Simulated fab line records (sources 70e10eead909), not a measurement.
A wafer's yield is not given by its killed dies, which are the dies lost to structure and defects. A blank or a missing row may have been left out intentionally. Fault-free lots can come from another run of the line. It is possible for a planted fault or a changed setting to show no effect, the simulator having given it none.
Which tool is to blame? | flow nandHarc | 45 wafers from 15 lots sampled at 4 of the route's 1159 steps

WHAT THE GAUGES READ, wafer by wafer
NHARC_P_STI_INSPECT_11. Usual: rawDefectCount reads 5.5 (standard deviation 2.6).
lot  | measured    | on               | rawDefectCount | flag
L712 | day 3 02:41 | defectInspect-01 | 7 5 9          | 
L713 | day 3 02:50 | defectInspect-01 | 5 9 4          | 
L719 | day 4 19:02 | defectInspect-02 | 5 4 2          | 
L722 | day 5 11:23 | defectInspect-01 | 4 6 4          | 
L723 | day 5 18:50 | defectInspect-01 | 4 3 9          | 
L725 | day 6 06:46 | defectInspect-02 | 5 5 3          | 
L726 | day 6 10:58 | defectInspect-01 | 6 4 1          | 
L727 | day 6 21:43 | defectInspect-02 | 4 3 4          | 
L728 | day 6 21:53 | defectInspect-01 | 2 10 2         | 
L729 | day 7 05:15 | defectInspect-02 | 5 4 2          | 
L730 | day 7 11:05 | defectInspect-01 | 2 3 8          | 
L733 | day 8 02:04 | defectInspect-02 | 2 7 5          | 

NHARC_P_GATE_OVL_MEAS_27. Usual: overlayXNm 0.0 nm, standard deviation 1; overlayYNm 0.0 nm, standard deviation 0.7.
lot  | measured     | on         | overlayXNm (nm) | overlayYNm (nm) | flag
L712 | day 5 06:47  | overlay-01 | 0.8 0.4 0.4     | 0.7 0.3 0.7     | 
L713 | day 5 06:37  | overlay-01 | 0.9 0.7 0.6     | 0.8 0.5 0.3     | 
L719 | day 7 01:31  | overlay-01 | 0.2 -0.8 0.0    | 0.5 0.9 0.3     | 
L722 | day 7 21:42  | overlay-02 | -0.9 -1.2 -0.6  | -0.5 -0.6 -0.6  | 
L723 | day 7 23:17  | overlay-01 | 0.0 0.2 -0.3    | 0.2 0.1 0.5     | 
L725 | day 8 11:53  | overlay-02 | -1.9 -2.0 -1.9  | -0.2 -0.2 0.2   | 
L726 | day 8 11:55  | overlay-02 | -0.6 -0.3 0.1   | -0.2 0.4 0.3    | 
L727 | day 9 01:19  | overlay-01 | -0.2 0.4 0.8    | -0.1 -0.3 -0.4  | 
L728 | day 9 01:01  | overlay-01 | 1.6 1.4 1.8     | -0.2 -0.6 -0.1  | 
L729 | day 9 06:19  | overlay-02 | 0.0 0.4 0.7     | -0.8 -0.4 -0.7  | 
L730 | day 9 14:30  | overlay-01 | 0.8 0.6 0.5     | -1.3 -0.9 -1.2  | 
L733 | day 10 05:52 | overlay-01 | -0.6 -0.3 -1.0  | 1.5 1.4 1.6     | 

WHICH TOOL RAN EACH LOT (tool, then ch and the chambers of the sampled wafers, then the start)
lot  | NHARC_P_ZERO_WELL_IMPLANT_59   | NHARC_P_GATE_DESCUM_13
L712 | implanter-02 ch 0, day 2 04:48 | rieDiel-05 ch 0,1,3, day 4 17:02
L713 | implanter-02 ch 0, day 2 10:46 | rieDiel-05 ch 1,2,3, day 4 16:52
L715 | implanter-02, day 2 22:44      | -
L716 | implanter-02, day 3 04:36      | -
L717 | implanter-02, day 3 10:37      | -
L719 | implanter-02 ch 0, day 3 22:49 | rieDiel-11 ch 1,2,3, day 6 10:07
L722 | implanter-01 ch 0, day 4 16:26 | rieDiel-08 ch 0,3, day 7 08:25
L723 | implanter-01 ch 0, day 4 22:37 | rieDiel-05 ch 1,2,3, day 7 08:28
L725 | implanter-02 ch 0, day 5 10:47 | rieDiel-05 ch 1,2,3, day 7 19:22
L726 | implanter-02 ch 0, day 5 16:49 | rieDiel-11 ch 0,3, day 7 19:25
L727 | implanter-02 ch 0, day 5 22:36 | rieDiel-08 ch 2,3, day 8 10:13
L728 | implanter-02 ch 0, day 6 04:31 | rieDiel-08 ch 2,3, day 8 10:23
L729 | implanter-02 ch 0, day 6 10:40 | rieDiel-08 ch 1,2, day 8 16:43
L730 | implanter-01 ch 0, day 6 16:39 | rieDiel-05 ch 2,3, day 9 00:47
L733 | implanter-02 ch 0, day 7 10:40 | rieDiel-08 ch 1,2,3, day 9 13:57
- NHARC_P_ZERO_WELL_IMPLANT_59
- NHARC_P_GATE_DESCUM_13: chemistry O2, time 3 s.

WHAT THE TOOLS THEMSELVES READ (means of the sampled wafers that have a number; where no wafer has one, the mark that the record gives instead)
NHARC_P_ZERO_WELL_IMPLANT_59. Usual: beamEnergyKeV 120.00, standard deviation 0.041; beamOnS 10.04 s, standard deviation 0.21.
lot  | tool         | beamEnergyKeV | beamOnS (s) | flag
L712 | implanter-02 | 119.96        | 9.93        | 
L713 | implanter-02 | 119.96        | 9.93        | 
L715 | implanter-02 | -             | -           | OFF
L716 | implanter-02 | -             | -           | OFF
L717 | implanter-02 | -             | -           | OFF
L719 | implanter-02 | 119.93        | 10.03       | 
L722 | implanter-01 | 120.04        | 10.11       | 
L723 | implanter-01 | 120.01        | 9.96        | 
L725 | implanter-02 | 120.00        | 10.06       | 
L726 | implanter-02 | 120.02        | 9.79        | 
L727 | implanter-02 | 119.98        | 10.13       | 
L728 | implanter-02 | 119.99        | 10.21       | 
L729 | implanter-02 | 119.99        | 9.94        | 
L730 | implanter-01 | 120.01        | 10.05       | 
L733 | implanter-02 | 119.99        | 9.99        | 

NHARC_P_GATE_DESCUM_13. Usual: drypumpMotorCurrentA 5.8 A, standard deviation 0.37; oesProductAu 0.999 a.u., standard deviation 0.0084; rfVppV 57.9 V, standard deviation 0.83; showerheadPlenumPTorr 1.96 Torr, standard deviation 0.087; throttleValvePct 11.311 %, standard deviation 0.0091.
lot  | tool       | drypumpMotorCurrentA (A) | oesProductAu (a.u.) | rfVppV (V) | showerheadPlenumPTorr (Torr) | throttleValvePct (%) | flag
L712 | rieDiel-05 | 5.8                      | 1.002               | 58.2       | 2.03                         | 11.314               | 
L713 | rieDiel-05 | 5.8                      | 0.996               | 57.8       | 2.02                         | 11.325               | 
L719 | rieDiel-11 | 6.2                      | 0.996               | 57.8       | 1.91                         | 11.314               | 
L722 | rieDiel-08 | 5.9                      | 1.001               | 58.0       | 1.95                         | 11.309               | 
L723 | rieDiel-05 | 5.8                      | 1.010               | 57.8       | 2.01                         | 11.317               | 
L725 | rieDiel-05 | 5.8                      | 0.997               | 57.7       | 2.01                         | 11.307               | 
L726 | rieDiel-11 | 6.2                      | 1.009               | 58.2       | 1.91                         | 11.318               | 
L727 | rieDiel-08 | 5.4                      | 0.992               | 58.5       | 1.93                         | 11.300               | 
L728 | rieDiel-08 | 5.4                      | 0.989               | 58.7       | 2.00                         | 11.309               | 
L729 | rieDiel-08 | 5.4                      | 0.998               | 58.2       | 1.98                         | 11.312               | 
L730 | rieDiel-05 | 6.1                      | 0.998               | 58.4       | 2.00                         | 11.312               | 
L733 | rieDiel-08 | 5.5                      | 0.996               | 57.6       | 1.91                         | 11.319               | 

THE ANSWER, worked out from the rows above alone
Rule: a lot is off if the mean of its wafers that have a number lies more than 3 standard deviations from the usual mean. A lot without any number at a reading at which 4 lots or more have one is off too. The other lots that the step has rows for count as sound. After the gauges, taken in route order, come the tools' own readings; for these a lot's mean is taken, as printed above. At the first step where some lot is off, the reading lying furthest off is the one used; lots without a number count as furthest.
Off: L715, L716, L717, at NHARC_P_ZERO_WELL_IMPLANT_59 (beamEnergyKeV). Without a number there: L715, L716, L717.
A tool fits if, at that step or a process step before it, it ran every lot that is off, and no sound lot after the first of them. No candidate that was tried fits.

WHAT HAD BEEN PUT IN BY THE SIMULATOR
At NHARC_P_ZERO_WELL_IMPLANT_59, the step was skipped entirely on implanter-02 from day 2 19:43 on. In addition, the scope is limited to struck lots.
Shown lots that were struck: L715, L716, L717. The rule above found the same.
